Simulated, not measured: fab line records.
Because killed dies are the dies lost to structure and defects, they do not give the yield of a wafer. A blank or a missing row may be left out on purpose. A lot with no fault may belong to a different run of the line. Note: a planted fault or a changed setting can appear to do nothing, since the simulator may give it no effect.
Split-lot experiment	flow n5Finfet	39 wafers read across 7 lots, on a route 1938 steps long

## ON THE SPLIT
At N5_BEOL_M7_TRENCH_ETCH_37 (etches SiCOH lowk in C4F6/O2, target depth 93.478 nm, time 31.2 s), the setting targetDepthA was moved away from the recipe's 934.78 angstrom on 15 of the 39 wafers read, by -59.1% to +33.5%. This setting was run at the recipe's value on the other wafers.

## FROM THE SPLIT TO THE READING: what the file shows between them, 11 steps
- N5_BEOL_M7_ETCH_41: etches SiCN in CH3F/O2, target depth 31.9 nm, time 57.8 s
- N5_BEOL_M7_STRIP_80: strips in N2/H2, time 10 s
- N5_BEOL_M7_OCD_MEAS_38
- N5_BEOL_M7_HM_STRIP_39: strips TiN in peroxide tin strip, target depth 25 nm, time 158 s
- N5_BEOL_M7_SRD_40: time 30 s
- N5_BEOL_M7_ECD_50: material Cu, target thk 300 nm
- N5_BEOL_M7_ANNEAL_51: time 90 s
- N5_BEOL_M7_CMP_52: polishes, stops on SiCOH lowk, t overpolish 6.9 s, target thk 80 nm
- N5_BEOL_M7_THK_MEAS_53: measures by xrf
- N5_BEOL_M7_PRE_CLEAN_55: time 15 s
- N5_BEOL_M7_DEP_56: deposits SiCN from 3MS/NH3, target thk 10 nm, time 17.5 s

## THE READING
M7_RS (ohm/sq), read at N5_BEOL_M7_RS_MEAS_57 with a four-point probe. A value of 0.290 ohm/sq with a standard deviation of 0.0061 ohm/sq is what fault-free wafers of this fab line usually give.

wafer	tool, chamber at the split	targetDepthA as run, angstrom	against the recipe	M7_RS, ohm/sq	against lot-mates on the recipe
L077.1	rieDiel-01, 0	934.78	recipe	0.299	-
L077.2	rieDiel-01, 1	392.4	-58.0%	1.487	+1.190
L077.3	rieDiel-01, 2	934.78	recipe	0.290	-
L077.4	rieDiel-01, 3	392.4	-58.0%	1.313	+1.016
L077.5	rieDiel-01, 0	392.4	-58.0%	1.250	+0.953
L077.6	rieDiel-01, 1	934.78	recipe	0.301	-
L082.1	rieDiel-04, 3	934.78	recipe	0.280	-
L082.2	rieDiel-04, 0	934.78	recipe	0.285	-
L082.3	rieDiel-04, 2	934.78	recipe	0.297	-
L082.4	rieDiel-04, 2	934.78	recipe	0.292	-
L082.5	rieDiel-04, 0	934.78	recipe	0.283	-
L082.6	rieDiel-04, 3	934.78	recipe	0.284	-
L083.1	rieDiel-01, 0	934.78	recipe	0.291	-
L083.2	rieDiel-01, 3	934.78	recipe	0.299	-
L083.3	rieDiel-01, 2	1128	+20.7%	0.227	-0.066
L083.4	rieDiel-01, 1	934.78	recipe	0.289	-
L083.5	rieDiel-01, 3	1128	+20.7%	0.232	-0.061
L083.6	rieDiel-01, 2	1128	+20.7%	0.224	-0.069
L087.1	rieDiel-01, 0	934.78	recipe	0.288	-
L087.2	rieDiel-01, 1	759	-18.8%	0.389	+0.094
L087.3	rieDiel-01, 2	934.78	recipe	0.301	-
L087.4	rieDiel-01, 3	934.78	recipe	0.296	-
L087.5	rieDiel-01, 1	759	-18.8%	0.382	+0.087
L087.6	rieDiel-01, 2	759	-18.8%	0.399	+0.104
L088.1	rieDiel-02, 2	382.7	-59.1%	1.334	+1.044
L088.2	rieDiel-02, 3	382.7	-59.1%	1.243	+0.953
L088.3	rieDiel-02, 1	934.78	recipe	0.291	-
L088.4	rieDiel-02, 0	382.7	-59.1%	1.464	+1.174
L088.5	rieDiel-02, 2	934.78	recipe	0.285	-
L088.6	rieDiel-02, 3	934.78	recipe	0.293	-
L094.1	rieDiel-04, 2	934.78	recipe	0.298	-
L094.4	rieDiel-04, 1	934.78	recipe	0.289	-
L094.5	rieDiel-04, 2	934.78	recipe	0.301	-
L096.1	rieDiel-02, 0	1248	+33.5%	0.199	-0.096
L096.2	rieDiel-02, 2	934.78	recipe	0.290	-
L096.3	rieDiel-02, 1	1248	+33.5%	0.201	-0.094
L096.4	rieDiel-02, 3	934.78	recipe	0.304	-
L096.5	rieDiel-02, 3	934.78	recipe	0.290	-
L096.6	rieDiel-02, 2	1248	+33.5%	0.197	-0.098

THE FIT
A straight line over all 39 wafers: M7_RS changes by -0.0142 ohm/sq for each +1% of targetDepthA; r = -0.92; the points scatter about the line by 0.15 ohm/sq.
The same after taking each lot's own level away (the mean of its wafers on the recipe; 39 wafers): -0.0142 ohm/sq for each +1%; r = -0.92; scatter 0.15 ohm/sq.
That fit puts the effect of the largest move of targetDepthA on the reading at 0.84 ohm/sq.
Across the lots, their own levels run from 0.2868 to 0.2967 ohm/sq, a range of 1.6 times the standard deviation given above.
The two slopes are in agreement: the lot-to-lot level therefore moves the slope only a little.
Check: for one of the wafers moved furthest among these (-59.1%), held out of the fit, the line's prediction against its lot-mates is +0.884 ohm/sq. It came out at +1.04 ohm/sq against them.

## THE WHOLE CHAIN: every reading that the file lists as answering this split, in the file's order
step	what it does	reading	change (the file's fit)	r (the file's)
N5_BEOL_M7_TRENCH_ETCH_37	etches SiCOH lowk in C4F6/O2, target depth 93.478 nm, time 31.2 s	etch.depthNm (the simulator's own value, which no gauge read)	+0.931 nm for each +1% of the setting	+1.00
N5_BEOL_M7_TRENCH_ETCH_37	etches SiCOH lowk in C4F6/O2, target depth 93.478 nm, time 31.2 s	BEOL_M7.featureDepthNm (the simulator's own value, which no gauge read)	+0.93 nm for each +1% of the setting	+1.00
N5_BEOL_M7_TRENCH_ETCH_37	etches SiCOH lowk in C4F6/O2, target depth 93.478 nm, time 31.2 s	TiN_of_BEOL_M7_HM_DEP_02.thkNm (the simulator's own value, which no gauge read)	-0.0269 nm for each +1% of the setting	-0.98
N5_BEOL_M7_OCD_MEAS_38		trenchDepthNm	+0.935 nm for each +1% of the setting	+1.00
N5_BEOL_M7_CMP_52	polishes, stops on SiCOH lowk, t overpolish 6.9 s, target thk 80 nm	Cu_of_BEOL_M7_ECD_50.thkNm (the simulator's own value, which no gauge read)	+0.929 nm for each +1% of the setting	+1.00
N5_BEOL_M7_THK_MEAS_53	measures by xrf	M7_THK	+0.928 for each +1% of the setting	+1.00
N5_BEOL_M7_RS_MEAS_57	measures by four-point-probe	M7_RS	-0.0148 for each +1% of the setting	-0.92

## FILE'S OWN FIT
M7_RS changes by -0.0148 ohm/sq for each +1% of targetDepthA, r = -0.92.
